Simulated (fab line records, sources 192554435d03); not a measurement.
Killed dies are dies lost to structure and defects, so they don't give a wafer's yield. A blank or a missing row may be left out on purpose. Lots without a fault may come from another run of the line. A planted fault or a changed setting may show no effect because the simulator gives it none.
Chamber matching | flow n5_finfet | N5_HKMG_FIN_HK_ALD_01 on ald_hk-01: 4 sister chambers
The step deposits HfO2, target thk 1.6 nm, pulse time 3 s, purge time 3 s. 4 wafers are shown with their chamber, then 7 later ones without.

WAFERS WITH THEIR CHAMBER
wafer  | chamber | precursor_pulse_height_rel
L085.1 | 1       | 1.033
L090.1 | 3       | 0.967
L093.1 | 0       | 1.042
L093.4 | 2       | 1.008

WAFERS WITHOUT THEIR CHAMBER
wafer  | precursor_pulse_height_rel
L093.6 | 0.991
L094.2 | 0.962
L094.3 | 0.986
L094.6 | 1.019
L096.3 | 1.029
L096.4 | 1.002
L096.6 | 1.018

WHICH CHAMBER EACH WENT THROUGH
wafer  | from the rows above          | in truth
L093.6 | can't be placed: 2 or 3      | 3
L094.2 | 3                            | 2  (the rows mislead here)
L094.3 | can't be placed: 3 or 2      | 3
L094.6 | can't be placed: 2 or 1 or 0 | 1
L096.3 | can't be placed: 1 or 0 or 2 | 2
L096.4 | 2                            | 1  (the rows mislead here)
L096.6 | can't be placed: 2 or 1 or 0 | 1
Placed correctly: 0 of 7. Can't be placed from these rows: 5 (the true chamber is among the candidates in 5). Placed wrongly: 2.
How it was worked out, from the rows above alone: a wafer's distance from a chamber is the root of the sum, over the readings, of the square of ((its reading less the chamber's mean) divided by the reading's scatter). The wafer belongs to the nearest chamber; if the next one is less than 2 further off, it can't be placed. A chamber's mean is the mean of its shown wafers. The scatter: with one shown wafer a chamber, the root of the mean of the squares of how far each hidden wafer lies from its nearest shown one.
